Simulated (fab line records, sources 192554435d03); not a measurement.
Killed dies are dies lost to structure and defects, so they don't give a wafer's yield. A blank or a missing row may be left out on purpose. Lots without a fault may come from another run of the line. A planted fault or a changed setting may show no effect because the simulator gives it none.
One fault seen from 2 desks | flow n5_finfet | each desk has only its own numbers; what lay behind them comes last

THE METROLOGY DESK
What the gauges read, lot by lot, whatever tool the lot ran on: means of the sampled wafers that have a number. A lot is out of limits, marked OUT, if its mean lies more than 4 standard deviations from the usual mean; the brackets give that distance. Of its 10 readings 7 are shown: those that lie furthest out on some lot.
Columns: A = DIBL_N at N5_BEOL_M4_RC_MEAS_101, usual 35.0 mV/V; B = IOFF_P at N5_BEOL_M4_RC_MEAS_101, usual 0.20 nA/um; C = ION_N at N5_BEOL_M4_RC_MEAS_101, usual 667 uA/um; D = SS_N at N5_BEOL_M4_RC_MEAS_101, usual 71.2 mV/dec; E = SS_P at N5_BEOL_M4_RC_MEAS_101, usual 73.1 mV/dec; F = VT_N at N5_BEOL_M4_RC_MEAS_101, usual 252 mV; G = VT_P at N5_BEOL_M4_RC_MEAS_101, usual -251 mV
lot  | first seen here | A    | B    | C   | D    | E    | F   | G
L823 | day 9 13:06     | 34.0 | 0.19 | 663 | 70.5 | 73.3 | 256 | -251
L822 | day 9 16:08     | 35.1 | 0.19 | 656 | 71.4 | 72.8 | 250 | -250
L830 | day 11 16:23    | 34.0 | 0.16 | 662 | 70.8 | 72.4 | 252 | -254
L837 | day 12 19:40    | 35.5 | 0.20 | 667 | 71.3 | 73.0 | 254 | -253
L838 | day 13 14:15    | 32.3 | 0.17 | 667 | 70.9 | 72.9 | 252 | -254
This desk's finding: nothing out of limits on any of the 5 lots.

THE TOOL OWNER'S DESK: rie_diel-04
The tool's own readings at N5_MOL_CONTACT_COAG_ETCH_47 (etches SiNx in CH3F/O2, stops on W, target depth 27 nm): means of the sampled wafers that have a number, for each lot that ran on this tool. A lot is out of limits, marked OUT, if its mean lies more than 4 standard deviations from the usual mean; the brackets give that distance.
Columns: A = drypump_motor_current_A at N5_MOL_CONTACT_COAG_ETCH_47, usual 5.7 A; B = etch_rf_on_time_s at N5_MOL_CONTACT_COAG_ETCH_47, usual 31.0 s; C = oes_product_au at N5_MOL_CONTACT_COAG_ETCH_47, usual 0.71 a.u.; D = rf_vpp_V at N5_MOL_CONTACT_COAG_ETCH_47, usual 299 V; E = showerhead_plenum_p_Torr at N5_MOL_CONTACT_COAG_ETCH_47, usual 1.98 Torr; F = throttle_valve_pct at N5_MOL_CONTACT_COAG_ETCH_47, usual 16.35 %
lot  | first seen here | A   | B    | C    | D   | E    | F
L823 | day 6 20:36     | 5.7 | 32.6 | 0.62 | 292 | 1.90 | 16.62
L830 | day 8 14:58     | 5.6 | 34.3 | 0.60 | 296 | 1.90 | 16.63
This desk's finding: nothing out of limits on any of the 2 lots.

PUT TOGETHER
The metrology desk saw nothing out of limits.
The tool owner's desk saw nothing out of limits.

WHAT THE SIMULATOR HAD PUT IN
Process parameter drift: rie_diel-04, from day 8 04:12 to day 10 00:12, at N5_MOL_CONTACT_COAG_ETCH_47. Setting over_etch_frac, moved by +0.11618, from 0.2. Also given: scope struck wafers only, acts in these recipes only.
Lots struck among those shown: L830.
